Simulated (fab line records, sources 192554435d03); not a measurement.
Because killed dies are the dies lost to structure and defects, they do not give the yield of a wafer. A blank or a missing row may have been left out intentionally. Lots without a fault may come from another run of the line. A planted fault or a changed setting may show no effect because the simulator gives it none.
Split-lot trial + flow n5_finfet + route with 1938 steps; 7 lots, 21 wafers read

== ABOUT THE SPLIT ==
At N5_BEOL_M7_COAT_71 (time 60 s, resist thk 5 nm), the setting spin_rpm was moved away from the recipe's 1500 rpm on 8 of the 21 wafers read, by -7.0% to +6.6%. All remaining wafers had this setting at the recipe value.

== FROM THE SPLIT TO THE READING: what the file shows between them, 3 steps ==
- N5_BEOL_M7_COAT_22: resist thk 30 nm
- N5_BEOL_M7_EBR_24
- N5_BEOL_M7_DESCUM_33: chemistry O2, time 7 s

== THE READING ==
etch.depth_nm (the simulator's own value, which no gauge read), in nm, at N5_BEOL_M7_ETCH_72 (etches underlayer in N2/H2, target depth 6.5 nm, time 5.2 s). The file does not state a usual value for it. Across the 13 wafers here that went through the recipe, the average is 5.010 nm and the standard deviation 0.013 nm.

| wafer  | tool, chamber at the split | spin_rpm as run, rpm | against the recipe | etch.depth_nm, nm | against lot-mates on the recipe |
|--------|----------------------------|----------------------|--------------------|-------------------|---------------------------------|
| L075.2 | litho_track-04, 0          | 1442                 | -3.9%              | 5.125             | +0.095                          |
| L075.4 | litho_track-04, 0          | 1500                 | recipe             | 5.023             | -                               |
| L075.5 | litho_track-04, 0          | 1500                 | recipe             | 5.037             | -                               |
| L077.1 | litho_track-03, 0          | 1500                 | recipe             | 5.023             | -                               |
| L077.3 | litho_track-03, 0          | 1500                 | recipe             | 5.01              | -                               |
| L077.5 | litho_track-03, 0          | 1584                 | +5.6%              | 4.903             | -0.114                          |
| L080.2 | litho_track-04, 0          | 1500                 | recipe             | 5.013             | -                               |
| L080.5 | litho_track-04, 0          | 1500                 | recipe             | 5.008             | -                               |
| L080.6 | litho_track-04, 0          | 1500                 | recipe             | 5.012             | -                               |
| L085.2 | litho_track-05, 0          | 1500                 | recipe             | 4.992             | -                               |
| L085.3 | litho_track-05, 0          | 1500                 | recipe             | 4.998             | -                               |
| L085.4 | litho_track-05, 0          | 1500                 | recipe             | 5.007             | -                               |
| L095.3 | litho_track-04, 0          | 1543                 | +2.9%              | 4.943             | -0.074                          |
| L095.4 | litho_track-04, 0          | 1500                 | recipe             | 5.017             | -                               |
| L095.6 | litho_track-04, 0          | 1543                 | +2.9%              | 4.952             | -0.065                          |
| L097.3 | litho_track-05, 0          | 1395                 | -7.0%              | 5.175             | +0.173                          |
| L097.4 | litho_track-05, 0          | 1500                 | recipe             | 5.002             | -                               |
| L097.5 | litho_track-05, 0          | 1395                 | -7.0%              | 5.18              | +0.178                          |
| L096.1 | litho_track-05, 0          | 1599                 | +6.6%              | 4.834             | -0.152                          |
| L096.3 | litho_track-05, 0          | 1599                 | +6.6%              | 4.838             | -0.148                          |
| L096.4 | litho_track-05, 0          | 1500                 | recipe             | 4.986             | -                               |

THE FIT
A straight line over all 21 wafers: etch.depth_nm changes by -0.0244 nm for each +1% of spin_rpm; r = -0.99; the points scatter about the line by 0.015 nm.
The same after taking each lot's own level away (the mean of its wafers on the recipe; 21 wafers): -0.0236 nm for each +1%; r = -1.00; scatter 0.0069 nm.
The reading moves by 0.17 nm for the largest change in spin_rpm, on that fit.
From 4.9860 to 5.0300 nm: that is the span of the lots' own levels, equal to 3.3 times the standard deviation above.
The two slopes are in agreement: the lot-to-lot level therefore moves the slope only a little.
Check: with one of the wafers moved furthest among these (-7.0%) left out of the fit, the line predicts +0.166 nm for it against its lot-mates. It came out at +0.173 nm against them.

== THE OTHER SPLITS THESE WAFERS WENT THROUGH ==
These wafers also went through other splits before the reading. Each is held against what the fit with the lots' levels taken away leaves over:
| other split on the same wafers    | wafers away from the commonest value | r with etch.depth_nm (lot level and that fit taken away) |
|-----------------------------------|--------------------------------------|----------------------------------------------------------|
| N5_BEOL_M2_DESCUM_33 time_s       | 4                                    | +0.07                                                    |
| N5_BEOL_M2_VIA_ETCH_34 time_s     | 6                                    | +0.05                                                    |
| N5_BEOL_M3_HM_DEP_02 target_thk_a | 6                                    | +0.20                                                    |
| N5_BEOL_M3_COAT_05 spin_rpm       | 6                                    | -0.08                                                    |
| N5_BEOL_M5_COAT_59 spin_rpm       | 6                                    | +0.16                                                    |
| N5_BEOL_M6_ETCH_62 bias_w         | 5                                    | +0.00                                                    |
| N5_BEOL_M6_COAT_64 spin_rpm       | 7                                    | -0.16                                                    |

== THE FILE'S OWN FIT ==
etch.depth_nm changes by -0.0233 nm for each +1% of spin_rpm, r = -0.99.
